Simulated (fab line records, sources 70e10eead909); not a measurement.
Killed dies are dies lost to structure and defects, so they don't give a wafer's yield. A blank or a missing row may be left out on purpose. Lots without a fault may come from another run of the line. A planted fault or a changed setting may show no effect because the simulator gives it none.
fab line records | flow nand_harc
record lots=24 wafers=72 last_day=34
route steps=1302 shown A_ONON_D2@546 A_CHANNEL_HOLE_D2@590 A_CHANNEL_FILL_D2@637 A_STAIRCASE@678
lots that met no fault: from a run of the same line without faults
start_h: hours from the record's first day to the start of the lot's first wafer shown | wait_h: hours since the lot's step before | " the same as in the row above | L1.1+2: a row that stands for several wafers | - no value, or no start given | * or withheld: withheld | < > ~ a bound
route shown NAME@n: a module of which the file shows steps, and the number in the route of the first | usual: mean/standard deviation of fault-free wafers | same: alike in all rows | chamber/n: place in a boat | sites: the reading at each site | _std_site: their standard deviation | _edge_site: outer sites' mean less inner sites' | radius_mm: how far each site lies from the wafer's centre | mask NAME#n: copy n | behind: the tool/chamber that last shaped the wafer | hold: why the lot was held/for how many hours/how that ended | device: the transistor (n, p or np) that didn't switch | end of line: the same wafers' tests at the end of the route | a step without rows: its recipe alone | killed: dies lost to structure and defects at the first sort, not the wafer's yield | map: a wafer's dies, x killed, . not, _ none there
set.NAME: the setting as run; set.NAME@STEP: as run at that earlier step | model.NAME: the simulator's own value behind a step, which no gauge read
steps of the route over a sample of lots; a table a step, a row a wafer
services: from which hour (start_h, from the record's first day; less than 0 if before it) a tool's chamber was out of use, for how many hours, and why
## steps
# step NHARC_A_ONON_D2_THK_MEAS_02
# recipe thk_meas_gauge=ellipsometry
# usual thk_nm=1001/11
# columns lot.wafer tool chamber start_h wait_h thk_nm
L074.2 film_metro-01 - 277.37 - 1010
L074.5 " - " " 1011
L074.6 " - " " 1010
L075.3 film_metro-02 - 277.38 - 979
L075.4 " - " " 980
L075.6 " - " " 980
L076.3 film_metro-02 - 299.24 - 992
L076.4 " - " " 991
L076.6 " - " " 992
L077.2 film_metro-01 - 299.25 - 994
L077.3 " - " " 995
L077.5 " - " " 995
L078.1 film_metro-02 - 306.20 - 993
L078.4 " - " " 993
L078.5 " - " " 994
L080.3 film_metro-02 - 322.71 - 1007
L080.5 " - " " 1008
L080.6 " - " " 1009
L079.2 film_metro-02 - 322.96 - 1012
L079.5 " - " " 1013
L079.6 " - " " 1012
L081.2 film_metro-01 - 340.92 - 1010
L081.3 " - " " 1009
L081.5 " - " " 1009
L082.1 film_metro-02 - 356.83 - 1032
L082.4 " - " " 1030
L082.6 " - " " 1030
L084.1 film_metro-01 - 372.87 - 1002
L084.3 " - " " 1002
L084.5 " - " " 1001
L083.1 film_metro-02 - 372.87 - 1002
L083.5 " - " " 1004
L083.6 " - " " 1004
L086.1 film_metro-02 - 394.36 - 1008
L086.3 " - " " 1006
L086.4 " - " " 1007
L085.2 film_metro-01 - 394.80 - 990
L085.4 " - " " 990
L085.6 " - " " 992
L087.2 film_metro-02 - 419.89 - 1004
L087.4 " - " " 1002
L087.6 " - " " 1004
L088.1 film_metro-02 - 425.35 - 996
L088.2 " - " " 997
L088.5 " - " " 998
L089.4 film_metro-01 - 425.39 - 992
L089.5 " - " " 995
L089.6 " - " " 993
L090.1 film_metro-02 - 443.08 - 997
L090.4 " - " " 998
L090.5 " - " " 997
L091.1 film_metro-02 - 450.42 - 991
L091.4 " - " " 992
L091.5 " - " " 992
L092.1 film_metro-01 - 450.43 - 990
L092.2 " - " " 988
L092.6 " - " " 988
L093.2 film_metro-02 - 453.08 - 1009
L093.3 " - " " 1007
L093.6 " - " " 1008
L094.4 film_metro-02 - 482.89 - 1011
L094.5 " - " " 1013
L094.6 " - " " 1013
L095.2 film_metro-02 - 496.49 - 1010
L095.3 " - " " 1009
L095.6 " - " " 1009
L096.3 film_metro-01 - 504.96 - 1002
L096.4 " - " " 1001
L096.5 " - " " 1004
L097.3 film_metro-01 - 509.06 - 990
L097.4 " - " " 989
L097.6 " - " " 989
# step NHARC_A_CHANNEL_HOLE_D2_CD_MEAS_18
# usual cd_nm=99.7/2.2
# columns lot.wafer tool chamber start_h wait_h cd_nm
L075.3 cd_sem-03 - 293.79 - 101.0
L075.4 " - " " 101.5
L075.6 " - " " 101.9
L074.2 cd_sem-03 - 293.95 - 97.6
L074.5 " - " " 99.2
L074.6 " - " " 94.3
L076.3 cd_sem-03 - 320.46 - 97.8
L076.4 " - " " 97.7
L076.6 " - " " 95.0
L077.2 cd_sem-02 - 320.67 - 101.0
L077.3 " - " " 97.5
L077.5 " - " " 98.6
L078.1 cd_sem-03 - 326.29 - 99.7
L078.4 " - " " 98.4
L078.5 " - " " 101.4
L079.2 cd_sem-01 - 339.70 - 99.4
L079.5 " - " " 99.4
L079.6 " - " " 98.0
L080.3 cd_sem-02 - 340.24 - 97.2
L080.5 " - " " 102.1
L080.6 " - " " 96.7
L081.2 cd_sem-02 - 358.40 - 100.4
L081.3 " - " " 99.5
L081.5 " - " " 100.9
L082.1 cd_sem-01 - 373.70 - 97.2
L082.4 " - " " 101.7
L082.6 " - " " 105.5
L083.1 cd_sem-01 - 389.97 - 97.6
L083.5 " - " " 98.4
L083.6 " - " " 100.5
L084.1 cd_sem-01 - 390.81 - 98.0
L084.3 " - " " 102.7
L084.5 " - " " 103.1
L085.2 cd_sem-02 - 411.50 - 96.8
L085.4 " - " " 102.9
L085.6 " - " " 95.5
L086.1 cd_sem-03 - 411.81 - 99.6
L086.3 " - " " 103.1
L086.4 " - " " 103.1
L087.2 cd_sem-02 - 436.64 - 101.8
L087.4 " - " " 98.2
L087.6 " - " " 100.5
L088.1 cd_sem-01 - 444.63 - 97.8
L088.2 " - " " 94.6
L088.5 " - " " 101.9
L089.4 cd_sem-01 - 446.30 - 99.2
L089.5 " - " " 96.1
L089.6 " - " " 99.4
L090.1 cd_sem-02 - 460.05 - 97.1
L090.4 " - " " 102.5
L090.5 " - " " 103.5
L091.1 cd_sem-03 - 467.04 - 101.8
L091.4 " - " " 101.1
L091.5 " - " " 101.3
L092.1 cd_sem-02 - 467.38 - 102.3
L092.2 " - " " 101.8
L092.6 " - " " 102.0
L093.2 cd_sem-01 - 467.88 - 99.6
L093.3 " - " " 97.8
L093.6 " - " " 96.3
L094.4 cd_sem-03 - 501.28 - 97.6
L094.5 " - " " 101.1
L094.6 " - " " 100.3
L095.2 cd_sem-02 - 513.27 - 96.4
L095.3 " - " " 101.1
L095.6 " - " " 97.4
L097.3 cd_sem-01 - 523.87 - 95.4
L097.4 " - " " 99.2
L097.6 " - " " 97.5
L096.3 cd_sem-01 - 525.92 - 95.8
L096.4 " - " " 99.8
L096.5 " - " " 102.7
# step NHARC_A_CHANNEL_FILL_D2_RTA_24
# recipe temp_c=1000 time_s=5
# usual lamp_power_pct=25.7/2 lamp_zone_5_pct=25.7/2 wafer_temp_C_max=1003.7/1.8
# columns lot.wafer tool chamber start_h wait_h lamp_power_pct lamp_zone_5_pct wafer_temp_C_max
L074.2 rtp_anneal-02 0 347.34 0.1 24.0 24.0 1002.7
L074.5 " 0 " " 24.0 24.0 1002.2
L074.6 " 0 " " 23.9 24.0 1002.2
L075.3 rtp_anneal-02 0 358.09 0.1 24.0 24.0 1002.7
L075.4 " 0 " " 24.0 24.0 1002.5
L075.6 " 0 " " 23.9 24.0 1001.7
L076.3 rtp_anneal-02 0 376.85 0.5 24.0 23.9 1003.6
L076.4 " 0 " " 23.9 23.9 1002.9
L076.6 " 0 " " 23.9 23.9 1001.6
L077.2 rtp_anneal-01 0 384.38 0.1 28.0 28.0 1005.1
L077.3 " 0 " " 28.0 28.0 1004.5
L077.5 " 0 " " 28.0 28.0 1005.0
L078.1 rtp_anneal-02 0 384.46 0.0 24.0 24.0 1002.3
L078.4 " 0 " " 24.0 24.0 1001.8
L078.5 " 0 " " 24.0 24.0 1002.0
L079.2 rtp_anneal-02 0 396.74 0.1 24.0 24.0 1002.7
L079.5 " 0 " " 23.9 24.0 1002.9
L079.6 " 0 " " 24.0 24.0 1002.6
L080.3 rtp_anneal-01 0 396.76 0.1 28.0 28.0 1007.8
L080.5 " 0 " " 28.0 28.0 1005.5
L080.6 " 0 " " 28.0 28.0 1006.9
L081.2 rtp_anneal-01 0 417.44 0.1 28.1 28.0 1003.5
L081.3 " 0 " " 28.1 28.1 1005.9
L081.5 " 0 " " 28.0 28.1 1008.9
L082.1 rtp_anneal-02 0 429.58 0.1 24.0 24.0 1001.9
L082.4 " 0 " " 24.0 23.9 1001.9
L082.6 " 0 " " 23.9 24.0 1002.7
L083.1 rtp_anneal-02 0 450.95 0.0 24.0 23.9 1002.7
L083.5 " 0 " " 24.0 24.0 1001.9
L083.6 " 0 " " 24.0 24.0 1002.3
L084.1 rtp_anneal-01 0 455.70 0.0 28.1 28.1 1003.7
L084.3 " 0 " " 28.1 28.1 1005.2
L084.5 " 0 " " 28.0 28.0 1005.4
L086.1 rtp_anneal-02 0 466.24 0.0 23.9 23.9 1001.5
L086.3 " 0 " " 24.0 24.0 1002.1
L086.4 " 0 " " 23.9 24.0 1002.6
L085.2 rtp_anneal-02 0 466.43 0.2 23.9 23.9 1002.2
L085.4 " 0 " " 23.9 24.0 1002.8
L085.6 " 0 " " 23.9 24.0 1001.7
L087.2 rtp_anneal-01 0 492.06 0.1 28.1 28.1 1003.9
L087.4 " 0 " " 28.1 28.1 1006.2
L087.6 " 0 " " 28.1 28.1 1004.3
L088.1 rtp_anneal-01 0 498.43 0.0 28.0 28.1 1005.8
L088.2 " 0 " " 28.0 28.1 1005.3
L088.5 " 0 " " 28.1 28.1 1006.6
L089.4 rtp_anneal-02 0 505.91 0.1 24.0 23.9 1002.1
L089.5 " 0 " " 24.0 24.0 1002.5
L089.6 " 0 " " 24.0 24.0 1003.8
L090.1 rtp_anneal-01 0 513.97 0.0 28.0 28.1 1003.6
L090.4 " 0 " " 28.1 28.1 1004.9
L090.5 " 0 " " 28.1 28.0 1006.1
L093.2 rtp_anneal-02 0 525.21 0.1 24.0 24.0 1002.3
L093.3 " 0 " " 23.9 23.9 1001.2
L093.6 " 0 " " 23.9 23.9 1002.9
L092.1 rtp_anneal-01 0 525.21 0.1 28.0 28.0 1008.4
L092.2 " 0 " " 28.1 28.0 1003.9
L092.6 " 0 " " 28.1 28.2 1004.5
L091.1 rtp_anneal-02 0 525.35 0.2 24.0 24.0 1002.0
L091.4 " 0 " " 24.0 24.0 1001.4
L091.5 " 0 " " 24.0 24.0 1002.0
L094.4 rtp_anneal-02 0 559.33 0.1 23.9 23.9 1001.8
L094.5 " 0 " " 23.9 24.0 1003.2
L094.6 " 0 " " 23.9 23.9 1001.7
L095.2 rtp_anneal-01 0 567.23 0.2 28.0 28.1 1005.9
L095.3 " 0 " " 28.0 28.1 1005.7
L095.6 " 0 " " 28.0 28.1 1006.2
L097.3 rtp_anneal-02 0 579.26 0.1 24.0 23.9 1001.4
L097.4 " 0 " " 24.0 23.9 1001.7
L097.6 " 0 " " 23.9 23.9 1001.9
L096.3 rtp_anneal-01 0 579.26 0.1 28.1 28.1 1006.4
L096.4 " 0 " " 28.1 28.1 1004.6
L096.5 " 0 " " 28.0 28.1 1006.1
# step NHARC_A_STAIRCASE_ETCH_21
# recipe target_depth_a=1000 time_s=40.5 ion_energy_ev=400 c4f8_flow_sccm=20 o2_flow_sccm=10 ar_flow_sccm=withheld rf_w=600 bias_w=1000 chemistry=C4F8/O2
# usual oes_product_au=0.951/0.017 rf_vpp_V=897/5.8
# columns lot.wafer tool chamber start_h wait_h oes_product_au rf_hours_counter_h rf_vpp_V
L074.2 rie_diel-09 3 - - 0.952 6 888
L074.6 " 3 " " 0.953 - 887
L074.5 " 0 " " 0.948 - 897
L075.4 rie_diel-09 2 - - 0.950 9 895
L075.3 " 3 " " 0.954 10 888
L075.6 " 3 " " 0.953 - 888
L076.4 rie_diel-09 0 - - 0.929 17 895
L076.3 " 2 " " 0.928 15 894
L076.6 " 0 " " 0.917 - 895
L078.1 rie_diel-13 2 - - 0.953 14 899
L078.4 " 1 " " 0.953 13 897
L078.5 " 2 " " 0.958 - 898
L077.2 rie_diel-13 0 - - 0.955 14 905
L077.3 " 2 " " 0.939 15 901
L077.5 " 0 " " 0.959 - 903
L080.3 rie_diel-06 3 - - 0.966 27 894
L080.6 " 1 " " 0.982 - 899
L080.5 " 2 " " 0.974 - 904
L079.2 rie_diel-13 3 - - 0.945 18 890
L079.6 " 3 " " 0.936 - 889
L079.5 " 0 " " 0.927 - 903
L081.3 rie_diel-13 0 - - 0.926 23 904
L081.2 " 1 " " 0.931 23 898
L081.5 " 1 " " 0.933 - 898
L082.1 rie_diel-06 2 - - 0.953 35 904
L082.4 " 0 " " 0.966 34 896
L082.6 " 2 " " 0.958 - 905
L083.1 rie_diel-09 2 - - 0.955 38 895
L083.5 " 3 " " 0.939 - 885
L083.6 " 0 " " 0.955 - 897
L084.3 rie_diel-06 0 - - 0.954 41 897
L084.1 " 1 " " 0.933 42 898
L084.5 " 0 " " 0.949 - 895
L086.4 rie_diel-13 0 - - 0.959 46 903
L086.1 " 1 " " 0.961 44 896
L086.3 " 3 " " 0.972 45 889
L085.2 rie_diel-09 3 - - 0.936 54 887
L085.4 " 3 " " 0.933 - 885
L085.6 " 2 " " 0.935 - 894
L087.4 rie_diel-09 2 - - 0.940 52 895
L087.2 " 3 " " 0.962 60 886
L087.6 " 3 " " 0.954 - 885
L088.2 rie_diel-06 1 - - 0.935 2 898
L088.1 " 3 " " 0.939 3 892
L088.5 " 2 " " 0.937 - 903
L089.4 rie_diel-09 3 - - 0.976 1 905
L089.6 " 3 " " 0.965 - 905
L089.5 " 0 " " 0.967 - 896
L090.4 rie_diel-09 2 - - 0.946 5 896
L090.1 " 3 " " 0.958 5 906
L090.5 " 2 " " 0.944 - 895
L092.2 rie_diel-09 3 - - 0.959 11 906
L092.1 " 1 " " 0.969 10 904
L092.6 " 3 " " 0.956 - 906
L091.1 rie_diel-13 0 - - 0.943 2 902
L091.4 " 1 " " 0.941 2 897
L091.5 " 1 " " 0.935 - 896
L093.2 rie_diel-06 2 - - 0.958 18 903
L093.3 " 1 " " 0.953 17 897
L093.6 " 2 " " 0.957 - 903
L094.4 rie_diel-09 2 - - 0.973 22 894
L094.6 " 3 " " 0.997 - 904
L094.5 " 0 " " 0.972 - 893
L095.3 rie_diel-09 0 - - 0.928 23 894
L095.2 " 1 " " 0.956 22 904
L095.6 " 2 " " 0.955 - 893
L096.4 rie_diel-09 2 - - 0.963 27 894
L096.3 " 3 " " 0.975 28 906
L096.5 " 0 " " 0.939 - 895
L097.3 rie_diel-13 2 - - 0.949 19 899
L097.4 " 0 " " 0.926 19 902
L097.6 " 3 " " 0.932 - 889
# step NHARC_A_STAIRCASE_ETCH_199
# recipe target_depth_a=1000 time_s=40.5 ion_energy_ev=400 c4f8_flow_sccm=20 o2_flow_sccm=10 ar_flow_sccm=withheld rf_w=600 bias_w=1000 chemistry=C4F8/O2
# usual oes_product_au=0.949/0.014 rf_vpp_V=897/5.7
# columns lot.wafer tool chamber start_h wait_h oes_product_au rf_hours_counter_h rf_vpp_V
L074.2 rie_diel-13 0 - - 0.941 1 903
L074.6 " 0 " " 0.945 - 904
L074.5 " 1 " " 0.953 - 898
L075.3 rie_diel-09 2 - - 0.960 12 895
L075.4 " 3 " " 0.981 12 887
L075.6 " 0 " " 0.963 - 896
L076.4 rie_diel-06 3 - - 0.955 22 893
L076.3 " 2 " " 0.940 21 907
L076.6 " 3 " " 0.948 - 893
L078.1 rie_diel-06 3 - - 0.932 25 893
L078.4 " 2 " " 0.924 24 905
L078.5 " 0 " " 0.939 - 896
L077.3 rie_diel-09 1 - - 0.982 21 906
L077.2 " 0 " " 0.966 21 896
L077.5 " 1 " " 0.991 - 905
L080.3 rie_diel-09 0 - - 0.954 27 896
L080.6 " 3 " " 0.943 - 887
L080.5 " 1 " " 0.961 - 905
L079.2 rie_diel-13 2 - - 0.967 20 902
L079.6 " 3 " " 0.943 - 890
L079.5 " 0 " " 0.936 - 905
L081.3 rie_diel-13 3 - - 0.933 26 889
L081.2 " 0 " " 0.938 24 903
L081.5 " 3 " " 0.946 - 891
L082.4 rie_diel-09 0 - - 0.949 37 896
L082.1 " 3 " " 0.947 38 887
L082.6 " 1 " " 0.971 - 905
L083.1 rie_diel-09 2 - - 0.930 39 895
L083.5 " 1 " " 0.944 - 905
L083.6 " 3 " " 0.930 - 887
L084.3 rie_diel-09 1 - - 0.948 40 904
L084.1 " 2 " " 0.920 40 895
L084.5 " 2 " " 0.931 - 894
L086.1 rie_diel-09 0 - - 0.951 44 894
L086.4 " 1 " " 0.947 49 906
L086.3 " 2 " " 0.942 49 894
L085.4 rie_diel-06 3 - - 0.948 46 893
L085.2 " 1 " " 0.925 47 898
L085.6 " 3 " " 0.949 - 894
L087.4 rie_diel-06 1 - - 0.957 2 897
L087.2 " 2 " " 0.930 2 903
L087.6 " 2 " " 0.949 - 903
L088.1 rie_diel-13 0 - - 0.935 56 903
L088.2 " 2 " " 0.958 57 897
L088.5 " 3 " " 0.947 - 889
L089.4 rie_diel-06 0 - - 0.976 7 896
L089.6 " 0 " " 0.971 - 896
L089.5 " 1 " " 0.969 - 897
L090.4 rie_diel-06 1 - - 0.934 13 899
L090.1 " 3 " " 0.935 9 893
L090.5 " 0 " " 0.942 - 896
L092.2 rie_diel-09 0 - - 0.940 11 894
L092.1 " 1 " " 0.960 12 904
L092.6 " 3 " " 0.949 - 905
L093.3 rie_diel-09 0 - - 0.912 11 895
L093.2 " 2 " " 0.936 15 895
L093.6 " 3 " " 0.950 - 906
L091.1 rie_diel-06 3 - - 0.944 20 891
L091.4 " 0 " " 0.956 - 895
L091.5 " 3 " " 0.949 - 892
L094.4 rie_diel-09 0 - - 0.935 22 894
L094.5 " 1 " " 0.957 - 905
L094.6 " 2 " " 0.951 - 892
L095.3 rie_diel-06 1 - - 0.953 26 897
L095.2 " 2 " " 0.970 23 904
L095.6 " 0 " " 0.960 - 896
L096.4 rie_diel-13 3 - - 0.953 21 889
L096.3 " 1 " " 0.953 15 897
L096.5 " 3 " " 0.964 - 889
L097.4 rie_diel-06 0 - - 0.979 32 896
L097.3 " 2 " " 0.947 29 904
L097.6 " 0 " " 0.975 - 895
# step NHARC_A_STAIRCASE_ETCH_227
# recipe target_depth_a=1000 time_s=40.5 ion_energy_ev=400 c4f8_flow_sccm=20 o2_flow_sccm=10 ar_flow_sccm=withheld rf_w=600 bias_w=1000 chemistry=C4F8/O2
# usual oes_product_au=0.944/0.0094 rf_vpp_V=897/5
# columns lot.wafer tool chamber start_h wait_h oes_product_au rf_hours_counter_h rf_vpp_V
L074.2 rie_diel-09 2 - - 0.952 8 896
L074.5 " 3 " " 0.960 - 887
L074.6 " 0 " " 0.945 - 895
L075.3 rie_diel-06 2 - - 0.930 20 905
L075.4 " 0 " " 0.937 19 898
L075.6 " 2 " " 0.947 - 906
L076.3 rie_diel-13 2 - - 0.943 14 901
L076.4 " 3 " " 0.928 14 890
L076.6 " 0 " " 0.934 - 904
L078.1 rie_diel-06 1 - - 0.945 24 898
L078.4 " 2 " " 0.934 25 904
L078.5 " 2 " " 0.943 - 903
L077.2 rie_diel-06 2 - - 0.959 25 904
L077.3 " 1 " " 0.963 24 898
L077.5 " 2 " " 0.953 - 905
L080.3 rie_diel-13 1 - - 0.930 21 898
L080.6 " 2 " " 0.944 - 900
L080.5 " 3 " " 0.939 - 891
L079.2 rie_diel-09 3 - - 0.944 28 887
L079.5 " 0 " " 0.955 - 895
L079.6 " 1 " " 0.953 - 905
L081.2 rie_diel-13 0 - - 0.940 28 904
L081.3 " 2 " " 0.946 29 901
L081.5 " 3 " " 0.948 - 889
L082.4 rie_diel-06 0 - - 0.958 35 896
L082.1 " 2 " " 0.940 36 903
L082.6 " 3 " " 0.957 - 892
L083.1 rie_diel-06 3 - - 0.951 42 894
L083.5 " 3 " " 0.938 - 893
L083.6 " 0 " " 0.937 - 896
L084.1 rie_diel-09 2 - - 0.944 41 895
L084.3 " 1 " " 0.960 41 904
L084.5 " 1 " " 0.956 - 905
L086.4 rie_diel-06 3 - - 0.953 47 894
L086.3 " 0 " " 0.945 47 895
L086.1 " 1 " " 0.953 48 897
L085.4 rie_diel-09 0 - - 0.951 45 896
L085.2 " 3 " " 0.954 58 887
L085.6 " 0 " " 0.941 - 896
L087.4 rie_diel-06 3 - - 0.944 5 893
L087.2 " 1 " " 0.943 7 899
L087.6 " 2 " " 0.950 - 904
L088.1 rie_diel-09 3 - - 0.955 1 905
L088.2 " 0 " " 0.933 1 895
L088.5 " 3 " " 0.962 - 905
L089.4 rie_diel-06 0 - - 0.950 8 896
L089.6 " 0 " " 0.943 - 894
L089.5 " 1 " " 0.952 - 899
L090.1 rie_diel-06 0 - - 0.966 10 895
L090.4 " 2 " " 0.943 13 904
L090.5 " 3 " " 0.949 - 894
L092.2 rie_diel-06 1 - - 0.931 21 897
L092.1 " 0 " " 0.936 20 897
L092.6 " 0 " " 0.935 - 896
L093.2 rie_diel-13 0 - - 0.955 6 901
L093.3 " 2 " " 0.950 7 900
L093.6 " 1 " " 0.949 - 898
L091.1 rie_diel-06 1 - - 0.939 22 897
L091.5 " 3 " " 0.942 - 893
L091.4 " 0 " " 0.944 - 896
L094.4 rie_diel-13 1 - - 0.920 11 897
L094.5 " 3 " " 0.938 - 888
L094.6 " 0 " " 0.930 - 901
L095.2 rie_diel-06 2 - - 0.944 23 903
L095.3 " 3 " " 0.959 28 893
L095.6 " 2 " " 0.937 - 902
L096.3 rie_diel-06 0 - - 0.944 36 895
L096.4 " 3 " " 0.943 37 892
L096.5 " 1 " " 0.940 - 897
L097.4 rie_diel-06 1 - - 0.937 35 898
L097.3 " 2 " " 0.936 32 904
L097.6 " 2 " " 0.940 - 904
## services
# columns tool chamber start_h hours kind
rie_diel-13 2 330.57 2.8 repair
rie_diel-06 0 341.39 - clean
rie_diel-06 1 341.39 - clean
rie_diel-06 2 341.39 - clean
rie_diel-06 3 341.39 - clean
rie_diel-13 - 343.51 9.0 pm
rie_diel-06 0 365.94 - clean
rie_diel-06 1 365.94 - clean
rie_diel-06 2 365.94 - clean
rie_diel-06 3 365.94 - clean
rtp_anneal-01 - 372.00 12.0 pm
rie_diel-06 0 390.44 - clean
rie_diel-06 1 390.44 - clean
rie_diel-09 2 403.14 7.8 repair
rie_diel-06 3 422.45 7.5 repair
rie_diel-06 - 425.03 0.3 repair
rie_diel-09 2 427.96 6.4 repair
rie_diel-13 3 438.47 4.7 repair
rie_diel-06 2 442.72 2.9 repair
rie_diel-09 0 459.93 16.0 repair
rie_diel-13 - 478.05 0.4 repair
rie_diel-06 - 484.85 9.0 pm
rie_diel-09 - 497.23 9.0 pm
rie_diel-13 1 534.71 5.6 repair
## key
fault none
